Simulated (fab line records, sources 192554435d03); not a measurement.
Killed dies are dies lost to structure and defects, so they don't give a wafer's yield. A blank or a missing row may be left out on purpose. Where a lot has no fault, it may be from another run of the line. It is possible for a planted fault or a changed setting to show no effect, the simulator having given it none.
Which tool is to blame? || flow n5Finfet || 9 lots, 27 wafers sampled, at 6 steps of a route of 1938

== WHAT EACH GAUGE READ, for each wafer ==
N5_MOL_CONTACT_COAG_OVL_MEAS_09. Usual: CA_OVL -0.2 nm, standard deviation 0.71.
{"lot": "L537", "measured": "day 4 21:17", "on": "overlay-01", "CA_OVL (nm)": "-0.1 -0.6 0.5", "flag": ""}
{"lot": "L540", "measured": "day 5 08:56", "on": "overlay-01", "CA_OVL (nm)": "0.5 -0.9 -0.7", "flag": ""}
{"lot": "L541", "measured": "day 5 15:53", "on": "overlay-02", "CA_OVL (nm)": "-1.4 -0.5 -1.6", "flag": ""}
{"lot": "L550", "measured": "day 7 22:33", "on": "overlay-02", "CA_OVL (nm)": "3.0 3.9 3.3", "flag": "OFF"}
{"lot": "L551", "measured": "day 8 07:14", "on": "overlay-01", "CA_OVL (nm)": "-0.8 -1.1 -0.7", "flag": ""}
{"lot": "L552", "measured": "day 8 09:03", "on": "overlay-01", "CA_OVL (nm)": "1.5 3.4 2.7", "flag": "OFF"}
{"lot": "L553", "measured": "day 8 14:06", "on": "overlay-02", "CA_OVL (nm)": "4.3 2.9 3.6", "flag": "OFF"}
{"lot": "L558", "measured": "day 9 21:04", "on": "overlay-02", "CA_OVL (nm)": "0.5 0.0 -0.5", "flag": ""}
{"lot": "L559", "measured": "day 10 08:33", "on": "overlay-02", "CA_OVL (nm)": "-0.7 0.4 -0.3", "flag": ""}

N5_BEOL_M4_RC_MEAS_101. Usual: DIBL_N 36.3 mV/V, standard deviation 1.4; DIBL_P 36.2 mV/V, standard deviation 1.5; IOFF_N 0.160 nA/um, standard deviation 0.021; IOFF_P 0.211 nA/um, standard deviation 0.027; ION_N 676 uA/um, standard deviation 7.7; ION_P 463 uA/um, standard deviation 5.5; SS_N 71.4 mV/dec, standard deviation 0.57; SS_P 73.3 mV/dec, standard deviation 0.58; VT_N 249.3 mV, standard deviation 2.5; VT_P -250.1 mV, standard deviation 2.6.
{"lot": "L537", "measured": "day 7 19:00", "on": "prober-01", "DIBL_N (mV/V)": "34.3 35.3 36.3", "DIBL_P (mV/V)": "34.3 34.4 35.6", "IOFF_N (nA/um)": "0.147 0.144 0.168", "IOFF_P (nA/um)": "0.183 0.182 0.192", "ION_N (uA/um)": "673 667 679", "ION_P (uA/um)": "460 455 460", "SS_N (mV/dec)": "71.0 71.3 72.2", "SS_P (mV/dec)": "73.4 73.5 73.1", "VT_N (mV)": "249.2 251.0 247.8", "VT_P (mV)": "-253.5 -253.1 -251.2", "flag": ""}
{"lot": "L540", "measured": "day 8 15:43", "on": "prober-02", "DIBL_N (mV/V)": "37.4 37.2 37.6", "DIBL_P (mV/V)": "37.7 36.4 37.6", "IOFF_N (nA/um)": "0.176 0.156 0.172", "IOFF_P (nA/um)": "0.234 0.216 0.230", "ION_N (uA/um)": "681 669 673", "ION_P (uA/um)": "472 460 465", "SS_N (mV/dec)": "71.2 71.7 71.4", "SS_P (mV/dec)": "74.2 74.4 73.6", "VT_N (mV)": "245.6 251.1 246.3", "VT_P (mV)": "-246.2 -246.7 -246.6", "flag": ""}
{"lot": "L541", "measured": "day 8 21:04", "on": "prober-02", "DIBL_N (mV/V)": "37.4 35.2 37.5", "DIBL_P (mV/V)": "38.7 35.6 38.4", "IOFF_N (nA/um)": "0.190 0.150 0.201", "IOFF_P (nA/um)": "0.217 0.176 0.208", "ION_N (uA/um)": "691 671 688", "ION_P (uA/um)": "466 457 466", "SS_N (mV/dec)": "71.3 70.5 71.4", "SS_P (mV/dec)": "72.6 72.5 72.7", "VT_N (mV)": "247.0 248.2 245.2", "VT_P (mV)": "-251.9 -253.0 -251.5", "flag": ""}
{"lot": "L550", "measured": "day 11 20:33", "on": "prober-01", "DIBL_N (mV/V)": "34.9 36.3 35.6", "DIBL_P (mV/V)": "35.2 37.1 36.3", "IOFF_N (nA/um)": "0.158 0.175 0.160", "IOFF_P (nA/um)": "0.207 0.234 0.216", "ION_N (uA/um)": "677 687 682", "ION_P (uA/um)": "462 473 464", "SS_N (mV/dec)": "71.9 71.6 71.2", "SS_P (mV/dec)": "73.0 73.6 73.1", "VT_N (mV)": "249.8 248.8 248.1", "VT_P (mV)": "-250.5 -247.4 -248.5", "flag": ""}
{"lot": "L551", "measured": "day 11 09:58", "on": "prober-01", "DIBL_N (mV/V)": "36.1 36.5 36.4", "DIBL_P (mV/V)": "35.9 35.2 35.9", "IOFF_N (nA/um)": "0.178 0.171 0.180", "IOFF_P (nA/um)": "0.230 0.226 0.238", "ION_N (uA/um)": "679 679 681", "ION_P (uA/um)": "475 467 464", "SS_N (mV/dec)": "72.0 71.3 71.5", "SS_P (mV/dec)": "74.0 73.6 73.9", "VT_N (mV)": "245.3 245.6 246.9", "VT_P (mV)": "-247.7 -244.8 -247.4", "flag": ""}
{"lot": "L552", "measured": "day 11 20:47", "on": "prober-02", "DIBL_N (mV/V)": "35.1 38.3 39.6", "DIBL_P (mV/V)": "33.8 38.1 38.9", "IOFF_N (nA/um)": "0.132 0.192 0.220", "IOFF_P (nA/um)": "0.212 0.283 0.301", "ION_N (uA/um)": "677 686 697", "ION_P (uA/um)": "465 475 480", "SS_N (mV/dec)": "70.5 72.5 72.0", "SS_P (mV/dec)": "72.9 73.9 74.3", "VT_N (mV)": "249.9 246.7 242.6", "VT_P (mV)": "-245.2 -245.0 -244.7", "flag": ""}
{"lot": "L553", "measured": "day 12 01:35", "on": "prober-01", "DIBL_N (mV/V)": "38.8 36.8 35.9", "DIBL_P (mV/V)": "38.3 36.7 34.8", "IOFF_N (nA/um)": "0.210 0.172 0.150", "IOFF_P (nA/um)": "0.260 0.236 0.195", "ION_N (uA/um)": "679 685 666", "ION_P (uA/um)": "466 462 452", "SS_N (mV/dec)": "71.5 71.6 71.4", "SS_P (mV/dec)": "73.9 73.6 73.1", "VT_N (mV)": "245.5 248.6 250.7", "VT_P (mV)": "-248.1 -248.9 -251.8", "flag": ""}
{"lot": "L558", "measured": "day 13 12:47", "on": "prober-01", "DIBL_N (mV/V)": "36.7 34.1 34.5", "DIBL_P (mV/V)": "38.9 35.2 36.2", "IOFF_N (nA/um)": "0.172 0.128 0.141", "IOFF_P (nA/um)": "0.245 0.191 0.199", "ION_N (uA/um)": "678 662 671", "ION_P (uA/um)": "468 462 461", "SS_N (mV/dec)": "71.2 70.9 70.6", "SS_P (mV/dec)": "73.8 72.5 73.5", "VT_N (mV)": "248.6 250.9 251.8", "VT_P (mV)": "-249.6 -248.4 -251.2", "flag": ""}
{"lot": "L559", "measured": "day 13 20:19", "on": "prober-01", "DIBL_N (mV/V)": "36.9 36.1 37.2", "DIBL_P (mV/V)": "37.2 36.4 37.9", "IOFF_N (nA/um)": "0.179 0.162 0.189", "IOFF_P (nA/um)": "0.233 0.231 0.242", "ION_N (uA/um)": "680 683 687", "ION_P (uA/um)": "468 469 471", "SS_N (mV/dec)": "71.7 71.4 72.7", "SS_P (mV/dec)": "73.4 74.0 74.3", "VT_N (mV)": "249.0 249.9 247.6", "VT_P (mV)": "-246.6 -250.1 -248.8", "flag": ""}

== WHICH TOOL RAN EACH LOT (tool, then ch and the chambers of the sampled wafers, then the start) ==
{"lot": "L537", "N5_GATE_CUT_CUT_ETCH_55": "rieMetal-02 ch 0,1, day 4 17:59", "N5_GATE_CUT_CMP_23": "cmp-01 ch 1,2,3, day 4 19:50", "N5_MOL_CONTACT_COAG_EXPOSE_05": "euvScanner-01 ch 0, day 4 21:08", "N5_MOL_CONTACT_COAG_CONTACT_ETCH_14": "rieDiel-04 ch 0,2,3, day 4 21:45"}
{"lot": "L540", "N5_GATE_CUT_CUT_ETCH_55": "rieMetal-01 ch 0,1, day 5 05:37", "N5_GATE_CUT_CMP_23": "cmp-04 ch 0,1,3, day 5 07:26", "N5_MOL_CONTACT_COAG_EXPOSE_05": "euvScanner-02 ch 0, day 5 08:46", "N5_MOL_CONTACT_COAG_CONTACT_ETCH_14": "rieDiel-05 ch 0,3, day 5 09:34"}
{"lot": "L541", "N5_GATE_CUT_CUT_ETCH_55": "rieMetal-01 ch 0,1, day 5 12:42", "N5_GATE_CUT_CMP_23": "cmp-03 ch 1,2, day 5 14:33", "N5_MOL_CONTACT_COAG_EXPOSE_05": "euvScanner-02 ch 0, day 5 15:43", "N5_MOL_CONTACT_COAG_CONTACT_ETCH_14": "rieDiel-04 ch 0,2, day 5 16:21"}
{"lot": "L550", "N5_GATE_CUT_CUT_ETCH_55": "rieMetal-03 ch 0,1, day 7 19:07", "N5_GATE_CUT_CMP_23": "cmp-03 ch 0,1,3, day 7 21:03", "N5_MOL_CONTACT_COAG_EXPOSE_05": "euvScanner-02 ch 0, day 7 22:23", "N5_MOL_CONTACT_COAG_CONTACT_ETCH_14": "rieDiel-04 ch 0,2,3, day 7 22:50"}
{"lot": "L551", "N5_GATE_CUT_CUT_ETCH_55": "rieMetal-03 ch 0,1, day 8 03:53", "N5_GATE_CUT_CMP_23": "cmp-01 ch 0,3, day 8 05:44", "N5_MOL_CONTACT_COAG_EXPOSE_05": "euvScanner-01 ch 0, day 8 07:04", "N5_MOL_CONTACT_COAG_CONTACT_ETCH_14": "rieDiel-04 ch 0,3, day 8 07:36"}
{"lot": "L552", "N5_GATE_CUT_CUT_ETCH_55": "rieMetal-02 ch 0,1, day 8 05:43", "N5_GATE_CUT_CMP_23": "cmp-03 ch 0,1,2, day 8 07:35", "N5_MOL_CONTACT_COAG_EXPOSE_05": "euvScanner-02 ch 0, day 8 08:53", "N5_MOL_CONTACT_COAG_CONTACT_ETCH_14": "rieDiel-05 ch 0,1,2, day 8 09:19"}
{"lot": "L553", "N5_GATE_CUT_CUT_ETCH_55": "rieMetal-03 ch 0,1, day 8 10:55", "N5_GATE_CUT_CMP_23": "cmp-03 ch 0,2,3, day 8 12:44", "N5_MOL_CONTACT_COAG_EXPOSE_05": "euvScanner-02 ch 0, day 8 13:56", "N5_MOL_CONTACT_COAG_CONTACT_ETCH_14": "rieDiel-05 ch 0,1,2, day 8 15:04"}
{"lot": "L558", "N5_GATE_CUT_CUT_ETCH_55": "rieMetal-02 ch 0,1, day 9 17:46", "N5_GATE_CUT_CMP_23": "cmp-04 ch 1,3, day 9 19:35", "N5_MOL_CONTACT_COAG_EXPOSE_05": "euvScanner-01 ch 0, day 9 20:55", "N5_MOL_CONTACT_COAG_CONTACT_ETCH_14": "rieDiel-06 ch 0,1, day 9 21:20"}
{"lot": "L559", "N5_GATE_CUT_CUT_ETCH_55": "rieMetal-03 ch 0,1, day 10 05:22", "N5_GATE_CUT_CMP_23": "cmp-01 ch 0,2, day 10 07:13", "N5_MOL_CONTACT_COAG_EXPOSE_05": "euvScanner-01 ch 0, day 10 08:23", "N5_MOL_CONTACT_COAG_CONTACT_ETCH_14": "rieDiel-05 ch 1,2, day 10 09:01"}
- N5_GATE_CUT_CUT_ETCH_55: etches HfO2 in BCl3, target depth 3.2 nm.
- N5_GATE_CUT_CMP_23: polishes, stops on SiO2, t overpolish 23.4 s, target thk 16 nm.
- N5_MOL_CONTACT_COAG_EXPOSE_05: exposes mask CA, defocus 0 nm.
- N5_MOL_CONTACT_COAG_CONTACT_ETCH_14: etches SiO2 in C4F6/O2, target depth 27.5 nm, overetch 8.5 nm, time 20 s.

== AS READ BY THE TOOLS THEMSELVES (means over the sampled wafers that have a number; for cases with no such wafer, the mark the record gives instead) ==
N5_GATE_CUT_CUT_ETCH_55. Usual: drypumpMotorCurrentA 5.9 A, standard deviation 0.43; heBacksideLeakSccm 3.4 sccm, standard deviation 0.31; oesProductAu 0.74 a.u., standard deviation 0.083; throttleValvePct 33.27 %, standard deviation 0.23.
{"lot": "L537", "tool": "rieMetal-02", "drypumpMotorCurrentA (A)": 6.2, "heBacksideLeakSccm (sccm)": 3.4, "oesProductAu (a.u.)": 0.68, "throttleValvePct (%)": 33.52, "flag": ""}
{"lot": "L540", "tool": "rieMetal-01", "drypumpMotorCurrentA (A)": 5.6, "heBacksideLeakSccm (sccm)": 3.5, "oesProductAu (a.u.)": 0.72, "throttleValvePct (%)": 33.03, "flag": ""}
{"lot": "L541", "tool": "rieMetal-01", "drypumpMotorCurrentA (A)": 5.6, "heBacksideLeakSccm (sccm)": 3.4, "oesProductAu (a.u.)": 0.72, "throttleValvePct (%)": 33.04, "flag": ""}
{"lot": "L550", "tool": "rieMetal-03", "drypumpMotorCurrentA (A)": 6.0, "heBacksideLeakSccm (sccm)": 3.5, "oesProductAu (a.u.)": 0.90, "throttleValvePct (%)": 33.41, "flag": ""}
{"lot": "L551", "tool": "rieMetal-03", "drypumpMotorCurrentA (A)": 6.0, "heBacksideLeakSccm (sccm)": 3.3, "oesProductAu (a.u.)": 0.89, "throttleValvePct (%)": 33.42, "flag": ""}
{"lot": "L552", "tool": "rieMetal-02", "drypumpMotorCurrentA (A)": 6.1, "heBacksideLeakSccm (sccm)": 3.8, "oesProductAu (a.u.)": 0.66, "throttleValvePct (%)": 33.40, "flag": ""}
{"lot": "L553", "tool": "rieMetal-03", "drypumpMotorCurrentA (A)": 6.0, "heBacksideLeakSccm (sccm)": 3.4, "oesProductAu (a.u.)": 0.90, "throttleValvePct (%)": 33.41, "flag": ""}
{"lot": "L558", "tool": "rieMetal-02", "drypumpMotorCurrentA (A)": 6.1, "heBacksideLeakSccm (sccm)": 3.6, "oesProductAu (a.u.)": 0.65, "throttleValvePct (%)": 33.38, "flag": ""}
{"lot": "L559", "tool": "rieMetal-03", "drypumpMotorCurrentA (A)": 6.1, "heBacksideLeakSccm (sccm)": 3.2, "oesProductAu (a.u.)": 0.86, "throttleValvePct (%)": 33.42, "flag": ""}

N5_GATE_CUT_CMP_23. Usual: motorCurrentA 9.8 A, standard deviation 0.97; overpolishRunS 23.400 s, standard deviation 0.0091; slurryFilterDpKPa 13.51 kPa, standard deviation 0.14; timeToEndpointS 18.6 s, standard deviation 2.1.
{"lot": "L537", "tool": "cmp-01", "motorCurrentA (A)": 9.1, "overpolishRunS (s)": 23.399, "slurryFilterDpKPa (kPa)": 13.59, "timeToEndpointS (s)": 18.6, "flag": ""}
{"lot": "L540", "tool": "cmp-04", "motorCurrentA (A)": 9.2, "overpolishRunS (s)": 23.402, "slurryFilterDpKPa (kPa)": 13.47, "timeToEndpointS (s)": 17.8, "flag": ""}
{"lot": "L541", "tool": "cmp-03", "motorCurrentA (A)": 10.0, "overpolishRunS (s)": 23.395, "slurryFilterDpKPa (kPa)": 13.45, "timeToEndpointS (s)": 19.1, "flag": ""}
{"lot": "L550", "tool": "cmp-03", "motorCurrentA (A)": 9.6, "overpolishRunS (s)": 23.389, "slurryFilterDpKPa (kPa)": 13.49, "timeToEndpointS (s)": 17.8, "flag": ""}
{"lot": "L551", "tool": "cmp-01", "motorCurrentA (A)": 10.4, "overpolishRunS (s)": 23.398, "slurryFilterDpKPa (kPa)": 13.57, "timeToEndpointS (s)": 20.2, "flag": ""}
{"lot": "L552", "tool": "cmp-03", "motorCurrentA (A)": 9.8, "overpolishRunS (s)": 23.400, "slurryFilterDpKPa (kPa)": 13.44, "timeToEndpointS (s)": 21.4, "flag": ""}
{"lot": "L553", "tool": "cmp-03", "motorCurrentA (A)": 9.5, "overpolishRunS (s)": 23.396, "slurryFilterDpKPa (kPa)": 13.57, "timeToEndpointS (s)": 19.9, "flag": ""}
{"lot": "L558", "tool": "cmp-04", "motorCurrentA (A)": 10.0, "overpolishRunS (s)": 23.388, "slurryFilterDpKPa (kPa)": 13.52, "timeToEndpointS (s)": 15.4, "flag": ""}
{"lot": "L559", "tool": "cmp-01", "motorCurrentA (A)": 10.3, "overpolishRunS (s)": 23.404, "slurryFilterDpKPa (kPa)": 13.55, "timeToEndpointS (s)": 19.1, "flag": ""}

N5_MOL_CONTACT_COAG_CONTACT_ETCH_14. Usual: drypumpMotorCurrentA 5.7 A, standard deviation 0.33; oesProductAu 0.69 a.u., standard deviation 0.076; rfVppV 694.3 V, standard deviation 2.6; showerheadPlenumPTorr 2.93 Torr, standard deviation 0.076; throttleValvePct 21.11 %, standard deviation 0.26.
{"lot": "L537", "tool": "rieDiel-04", "drypumpMotorCurrentA (A)": 5.6, "oesProductAu (a.u.)": 0.70, "rfVppV (V)": 694.5, "showerheadPlenumPTorr (Torr)": 2.94, "throttleValvePct (%)": 21.25, "flag": ""}
{"lot": "L540", "tool": "rieDiel-05", "drypumpMotorCurrentA (A)": 5.6, "oesProductAu (a.u.)": 0.58, "rfVppV (V)": 689.7, "showerheadPlenumPTorr (Torr)": 2.81, "throttleValvePct (%)": 21.45, "flag": ""}
{"lot": "L541", "tool": "rieDiel-04", "drypumpMotorCurrentA (A)": 5.6, "oesProductAu (a.u.)": 0.75, "rfVppV (V)": 694.3, "showerheadPlenumPTorr (Torr)": 2.93, "throttleValvePct (%)": 21.24, "flag": ""}
{"lot": "L550", "tool": "rieDiel-04", "drypumpMotorCurrentA (A)": 5.6, "oesProductAu (a.u.)": 0.75, "rfVppV (V)": 694.7, "showerheadPlenumPTorr (Torr)": 2.93, "throttleValvePct (%)": 21.17, "flag": ""}
{"lot": "L551", "tool": "rieDiel-04", "drypumpMotorCurrentA (A)": 5.5, "oesProductAu (a.u.)": 0.76, "rfVppV (V)": 694.0, "showerheadPlenumPTorr (Torr)": 2.93, "throttleValvePct (%)": 21.08, "flag": ""}
{"lot": "L552", "tool": "rieDiel-05", "drypumpMotorCurrentA (A)": 5.5, "oesProductAu (a.u.)": 0.73, "rfVppV (V)": 696.2, "showerheadPlenumPTorr (Torr)": 3.00, "throttleValvePct (%)": 20.97, "flag": ""}
{"lot": "L553", "tool": "rieDiel-05", "drypumpMotorCurrentA (A)": 5.5, "oesProductAu (a.u.)": 0.72, "rfVppV (V)": 696.0, "showerheadPlenumPTorr (Torr)": 3.00, "throttleValvePct (%)": 20.98, "flag": ""}
{"lot": "L558", "tool": "rieDiel-06", "drypumpMotorCurrentA (A)": 6.1, "oesProductAu (a.u.)": 0.66, "rfVppV (V)": 693.6, "showerheadPlenumPTorr (Torr)": 2.92, "throttleValvePct (%)": 21.11, "flag": ""}
{"lot": "L559", "tool": "rieDiel-05", "drypumpMotorCurrentA (A)": 5.7, "oesProductAu (a.u.)": 0.66, "rfVppV (V)": 695.9, "showerheadPlenumPTorr (Torr)": 2.97, "throttleValvePct (%)": 20.93, "flag": ""}

== THE ANSWER, worked out from the rows above alone ==
Rule: a lot is off if the mean of its wafers that have a number lies more than 3 standard deviations from the usual mean. Also off: a lot with no number at a reading for which 4 or more lots have one. The other lots that the step has rows for count as sound. Order of review: gauges by route order, followed by the tools' own readings, for which a lot's mean as printed above is used. At the first step where some lot is off, the reading lying furthest off is the one used; lots without a number count as furthest.
Off: L550, L552, L553, at N5_MOL_CONTACT_COAG_OVL_MEAS_09 (CA_OVL).
A tool fits if, at a process step before that reading, it ran every lot that is off, and no sound lot after the first of them. The gauges at N5_MOL_CONTACT_COAG_OVL_MEAS_09 are tried like those tools. Can't be told from this: 2 tools fit, cmp-03 at N5_GATE_CUT_CMP_23, euvScanner-02 at N5_MOL_CONTACT_COAG_EXPOSE_05.

== WHAT WAS PUT IN BY THE SIMULATOR ==
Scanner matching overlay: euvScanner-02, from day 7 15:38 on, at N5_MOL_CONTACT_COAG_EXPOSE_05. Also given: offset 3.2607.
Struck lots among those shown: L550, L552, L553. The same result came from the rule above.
